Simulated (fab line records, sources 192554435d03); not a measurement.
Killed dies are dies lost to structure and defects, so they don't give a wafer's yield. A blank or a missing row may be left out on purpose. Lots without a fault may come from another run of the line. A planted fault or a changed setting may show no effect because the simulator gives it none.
Which tool did it? | flow n5_finfet | 24 lots, 72 wafers sampled, at 6 steps of a route of 1938

WHAT THE GAUGES READ, wafer by wafer
N5_BEOL_M10_CD_MEAS_28: target cd 70 nm.
lot  | measured     | on        | cd_nm (nm)
L075 | day 12 19:26 | cd_sem-02 | 70.1 68.1 70.0
L074 | day 13 00:12 | cd_sem-01 | 69.5 71.9 70.6
L076 | day 13 10:25 | cd_sem-02 | 68.5 68.7 70.9
L077 | day 13 17:07 | cd_sem-01 | 70.1 68.9 70.2
L080 | day 14 01:49 | cd_sem-01 | 70.8 69.0 69.7
L081 | day 14 09:52 | cd_sem-03 | 69.0 67.7 68.7
L079 | day 14 16:19 | cd_sem-02 | 71.1 70.3 70.2
L082 | day 14 19:22 | cd_sem-03 | 68.5 70.6 70.3
L083 | day 14 22:35 | cd_sem-02 | 71.2 71.6 71.4
L078 | day 14 22:45 | cd_sem-01 | 71.4 69.4 67.7
L085 | day 15 13:32 | cd_sem-02 | 70.4 70.1 69.9
L086 | day 15 16:05 | cd_sem-02 | 69.4 69.0 69.3
L084 | day 16 02:42 | cd_sem-02 | 70.3 69.5 71.9
L088 | day 16 08:07 | cd_sem-02 | 72.1 71.1 71.2
L089 | day 16 08:22 | cd_sem-01 | 69.4 68.6 68.9
L087 | day 16 17:58 | cd_sem-03 | 70.4 70.2 72.1
L091 | day 16 18:08 | cd_sem-02 | 70.9 72.7 71.6
L090 | day 17 14:14 | cd_sem-03 | 71.6 71.4 71.3
L093 | day 17 20:19 | cd_sem-03 | 69.7 71.6 70.6
L094 | day 17 23:13 | cd_sem-03 | 69.9 71.2 71.4
L092 | day 18 04:41 | cd_sem-01 | 68.8 68.6 70.6
L097 | day 18 17:50 | cd_sem-02 | 70.4 70.2 70.1
L096 | day 18 18:32 | cd_sem-02 | 68.4 68.8 68.8
L095 | day 20 01:04 | cd_sem-03 | 70.6 69.3 69.9

N5_BEOL_M10_INSPECT_58: inspects for defects (darkfield).
lot  | measured     | on                | raw_defect_count
L075 | day 13 00:34 | defect_inspect-02 | 78 81 77
L074 | day 13 05:03 | defect_inspect-02 | 43 64 50
L076 | day 13 14:25 | defect_inspect-01 | 53 61 60
L077 | day 13 20:19 | defect_inspect-01 | 84 77 52
L080 | day 14 06:34 | defect_inspect-01 | 66 66 67
L081 | day 14 13:07 | defect_inspect-02 | 176 135 81
L079 | day 14 19:56 | defect_inspect-01 | 43 66 66
L082 | day 15 00:37 | defect_inspect-01 | 65 52 93
L083 | day 15 01:56 | defect_inspect-02 | 64 127 38
L078 | day 15 05:09 | defect_inspect-01 | 97 93 97
L085 | day 15 17:37 | defect_inspect-01 | 49 61 59
L086 | day 15 19:28 | defect_inspect-02 | 168 100 121
L084 | day 16 06:31 | defect_inspect-01 | 63 32 86
L088 | day 16 11:40 | defect_inspect-02 | 88 74 84
L089 | day 16 12:22 | defect_inspect-02 | 105 145 107
L087 | day 16 21:46 | defect_inspect-02 | 48 56 68
L091 | day 16 22:04 | defect_inspect-01 | 58 104 52
L090 | day 17 19:53 | defect_inspect-02 | 40 78 35
L093 | day 18 00:50 | defect_inspect-02 | 52 99 53
L094 | day 18 03:37 | defect_inspect-01 | 42 48 34
L092 | day 18 08:26 | defect_inspect-01 | 53 73 87
L097 | day 18 20:34 | defect_inspect-02 | 100 48 52
L096 | day 18 21:38 | defect_inspect-02 | 68 50 66
L095 | day 20 05:23 | defect_inspect-01 | 86 67 119

N5_BEOL_M11_THK_MEAS_01.
lot  | measured     | on            | M11_ILD_THK (nm)
L075 | day 13 01:12 | film_metro-01 | 273 269 275
L074 | day 13 05:40 | film_metro-02 | 261 272 271
L076 | day 13 15:02 | film_metro-02 | 261 267 267
L077 | day 13 21:26 | film_metro-02 | 263 260 269
L080 | day 14 07:13 | film_metro-02 | 265 266 271
L081 | day 14 13:45 | film_metro-01 | 267 270 270
L079 | day 14 20:33 | film_metro-01 | 269 266 269
L082 | day 15 01:15 | film_metro-02 | 265 266 271
L083 | day 15 02:34 | film_metro-01 | 267 265 271
L078 | day 15 05:46 | film_metro-02 | 264 262 268
L085 | day 15 18:14 | film_metro-01 | 261 261 260
L086 | day 15 20:07 | film_metro-01 | 266 265 271
L084 | day 16 07:08 | film_metro-02 | 267 272 267
L088 | day 16 12:20 | film_metro-01 | 269 273 269
L089 | day 16 13:02 | film_metro-02 | 269 267 265
L087 | day 16 22:23 | film_metro-01 | 265 261 268
L091 | day 16 22:52 | film_metro-01 | 262 262 267
L090 | day 17 20:31 | film_metro-02 | 262 267 266
L093 | day 18 01:30 | film_metro-02 | 270 269 273
L094 | day 18 04:25 | film_metro-01 | 265 269 270
L092 | day 18 09:25 | film_metro-01 | 264 269 272
L097 | day 18 21:11 | film_metro-01 | 263 262 268
L096 | day 18 22:15 | film_metro-02 | 264 263 270
L095 | day 20 06:01 | film_metro-02 | 264 264 271

N5_BEOL_M12_CD_MEAS_17: target cd 140 nm.
lot  | measured     | on        | cd_nm (nm)
L075 | day 13 07:04 | cd_sem-02 | 141.5 141.7 143.1
L074 | day 13 15:40 | cd_sem-03 | 138.4 142.4 138.3
L076 | day 13 23:00 | cd_sem-03 | 145.7 145.0 147.7
L077 | day 14 05:38 | cd_sem-03 | 143.7 145.0 142.8
L080 | day 14 17:58 | cd_sem-03 | 141.2 141.2 141.0
L081 | day 14 21:01 | cd_sem-01 | 142.9 142.2 142.9
L079 | day 15 07:38 | cd_sem-03 | 138.5 140.9 142.8
L082 | day 15 11:48 | cd_sem-02 | 139.7 138.9 141.0
L083 | day 15 10:08 | cd_sem-03 | 142.1 141.3 141.6
L078 | day 15 13:49 | cd_sem-01 | 144.7 142.8 146.7
L085 | day 16 00:22 | cd_sem-01 | 135.4 141.0 141.3
L086 | day 16 07:31 | cd_sem-01 | 142.1 141.3 139.8
L084 | day 16 16:45 | cd_sem-01 | 145.6 142.3 145.9
L088 | day 16 23:39 | cd_sem-01 | 140.3 143.8 140.6
L089 | day 16 22:54 | cd_sem-03 | 143.9 141.4 140.8
L087 | day 17 08:50 | cd_sem-01 | 146.1 141.4 143.8
L091 | day 17 10:14 | cd_sem-01 | 140.6 140.6 140.6
L090 | day 18 04:15 | cd_sem-03 | 142.6 148.2 144.5
L093 | day 18 11:04 | cd_sem-01 | 142.8 146.0 145.6
L094 | day 18 15:55 | cd_sem-01 | 142.1 141.1 140.0
L092 | day 18 19:52 | cd_sem-02 | 141.6 143.2 138.8
L097 | day 19 05:34 | cd_sem-02 | 140.7 141.0 140.4
L096 | day 19 06:50 | cd_sem-01 | 141.8 147.3 142.7
L095 | day 20 15:35 | cd_sem-01 | 143.3 137.8 142.2

N5_BEOL_M12_CD_MEAS_28: target cd 160.2 nm.
lot  | measured     | on        | cd_nm (nm)
L075 | day 13 07:31 | cd_sem-02 | 161.0 160.1 161.5
L074 | day 13 16:07 | cd_sem-03 | 160.9 159.8 161.8
L076 | day 13 23:20 | cd_sem-03 | 160.9 159.1 160.7
L077 | day 14 06:05 | cd_sem-02 | 155.7 161.5 159.6
L080 | day 14 18:25 | cd_sem-02 | 159.0 159.1 160.1
L081 | day 14 21:20 | cd_sem-01 | 160.8 158.0 159.9
L079 | day 15 08:05 | cd_sem-03 | 163.8 163.2 163.5
L082 | day 15 12:15 | cd_sem-03 | 160.5 161.7 162.8
L083 | day 15 10:35 | cd_sem-01 | 160.8 161.2 164.0
L078 | day 15 14:09 | cd_sem-02 | 161.8 161.0 159.2
L085 | day 16 00:49 | cd_sem-03 | 160.6 162.4 162.2
L086 | day 16 07:50 | cd_sem-01 | 162.0 161.6 160.4
L084 | day 16 17:04 | cd_sem-01 | 158.4 158.7 160.6
L088 | day 17 00:06 | cd_sem-02 | 161.8 162.7 161.4
L089 | day 16 23:13 | cd_sem-03 | 158.6 158.7 159.4
L087 | day 17 09:18 | cd_sem-01 | 162.4 166.2 165.0
L091 | day 17 10:41 | cd_sem-01 | 162.8 164.1 162.2
L090 | day 18 04:43 | cd_sem-02 | 158.2 159.1 157.7
L093 | day 18 11:32 | cd_sem-03 | 161.5 160.1 162.5
L094 | day 18 16:14 | cd_sem-01 | 163.3 160.6 160.6
L092 | day 18 20:19 | cd_sem-02 | 161.2 159.0 162.4
L097 | day 19 06:01 | cd_sem-03 | 162.9 161.6 160.6
L096 | day 19 07:17 | cd_sem-02 | 156.5 156.8 156.6
L095 | day 20 16:02 | cd_sem-02 | 159.4 159.4 160.7

WHICH TOOL RAN EACH LOT (tool, then ch and the chambers of the sampled wafers, then the start)
lot  | N5_BEOL_M11_ETCH_66
L075 | rie_diel-06 ch 0,3, day 13 03:22
L074 | rie_diel-06 ch 1,3, day 13 10:35
L076 | rie_diel-06 ch 1,3, day 13 17:39
L077 | rie_diel-03 ch 1,2, day 14 01:51
L080 | rie_diel-02 ch 1,3, day 14 13:33
L081 | rie_diel-06 ch 0,2,3, day 14 16:32
L079 | rie_diel-02 ch 0,1,3, day 15 00:55
L082 | rie_diel-06 ch 2,3, day 15 05:35
L083 | rie_diel-03 ch 0,2,3, day 15 05:30
L078 | rie_diel-03 ch 0,2,3, day 15 09:40
L085 | rie_diel-03 ch 1,2,3, day 15 20:30
L086 | rie_diel-03 ch 0,2, day 16 03:04
L084 | rie_diel-06 ch 0,2, day 16 10:27
L088 | rie_diel-06 ch 0,2,3, day 16 18:46
L089 | rie_diel-06 ch 0,1, day 16 18:17
L087 | rie_diel-06 ch 0,2, day 17 03:18
L091 | rie_diel-03 ch 0,1,2, day 17 06:05
L090 | rie_diel-02 ch 0,2, day 17 23:23
L093 | rie_diel-02 ch 0,1,3, day 18 06:38
L094 | rie_diel-02 ch 0,1,3, day 18 10:41
L092 | rie_diel-03 ch 0,2,3, day 18 14:27
L097 | rie_diel-02 ch 0,2,3, day 19 00:10
L096 | rie_diel-06 ch 0,1,3, day 19 00:56
L095 | rie_diel-03 ch 0,1,2, day 20 10:07
- N5_BEOL_M11_ETCH_66: etches SOC in N2/H2, target depth 120 nm, overetch 24 nm, time 180 s.

WHAT THE TOOLS THEMSELVES READ (means of the sampled wafers that have a number; where no wafer has one, the mark that the record gives instead)
N5_BEOL_M11_ETCH_66.
lot  | tool        | drypump_motor_current_A (A) | oes_product_au (a.u.) | rf_vpp_V (V) | showerhead_plenum_p_Torr (Torr) | throttle_valve_pct (%)
L075 | rie_diel-06 | 6.0                         | 0.64                  | 522.9        | 2.50                            | 17.43
L074 | rie_diel-06 | 5.5                         | 0.77                  | 524.3        | 2.54                            | 17.38
L076 | rie_diel-06 | 5.4                         | 0.72                  | 523.0        | 2.50                            | 17.45
L077 | rie_diel-03 | 6.1                         | 0.71                  | 526.2        | 2.66                            | 17.86
L080 | rie_diel-02 | 5.6                         | 0.59                  | 523.0        | 2.51                            | 17.81
L081 | rie_diel-06 | 5.6                         | 0.65                  | 523.5        | 2.52                            | 17.49
L079 | rie_diel-02 | 5.7                         | 0.64                  | 523.0        | 2.53                            | 17.88
L082 | rie_diel-06 | 5.3                         | 0.66                  | 524.2        | 2.54                            | 17.52
L083 | rie_diel-03 | 5.9                         | 0.65                  | 524.9        | 2.64                            | 17.74
L078 | rie_diel-03 | 5.9                         | 0.65                  | 526.8        | 2.64                            | 17.75
L085 | rie_diel-03 | 5.8                         | 0.70                  | 526.9        | 2.65                            | 17.90
L086 | rie_diel-03 | 6.2                         | 0.62                  | 524.8        | 2.59                            | 17.61
L084 | rie_diel-06 | 5.5                         | 0.64                  | 524.4        | 2.56                            | 17.49
L088 | rie_diel-06 | 5.6                         | 0.64                  | 523.7        | 2.51                            | 17.50
L089 | rie_diel-06 | 6.0                         | 0.65                  | 524.2        | 2.53                            | 17.41
L087 | rie_diel-06 | 5.6                         | 0.63                  | 525.0        | 2.56                            | 17.50
L091 | rie_diel-03 | 6.0                         | 0.66                  | 525.2        | 2.60                            | 17.77
L090 | rie_diel-02 | 5.8                         | 0.67                  | 521.5        | 2.44                            | 17.96
L093 | rie_diel-02 | 5.7                         | 0.62                  | 523.2        | 2.52                            | 17.93
L094 | rie_diel-02 | 5.7                         | 0.62                  | 522.0        | 2.52                            | 17.94
L092 | rie_diel-03 | 5.9                         | 0.63                  | 526.1        | 2.63                            | 17.79
L097 | rie_diel-02 | 5.8                         | 0.61                  | 521.4        | 2.46                            | 17.94
L096 | rie_diel-06 | 5.7                         | 0.65                  | 523.0        | 2.51                            | 17.47
L095 | rie_diel-03 | 6.1                         | 0.64                  | 525.3        | 2.59                            | 17.82

THE ANSWER, worked out from the rows above alone
Rule: what is usual is taken from the lots themselves. Put in order of their means at a reading, lots are off if they are a third of the lots or fewer, leave a main group of 4 or more, and stand apart from it by a gap of 3 or more times the standard deviation of the main group's means; of several such gaps the widest counts. A main group whose means are all the same, to the digits that the tables above print for the reading, isn't used. A lot without any number at a reading at which 4 lots or more have one is off too. The other lots that the step has rows for count as sound. The gauges are gone through in route order, then the tools' own readings, and for those a lot's mean is taken as printed above. The first step at which some lot is off is used, and at that step the reading that is off furthest; a lot without a number counts as furthest.
No lot is off at any reading shown: from this, nothing can be told.

WHAT THE SIMULATOR HAD PUT IN
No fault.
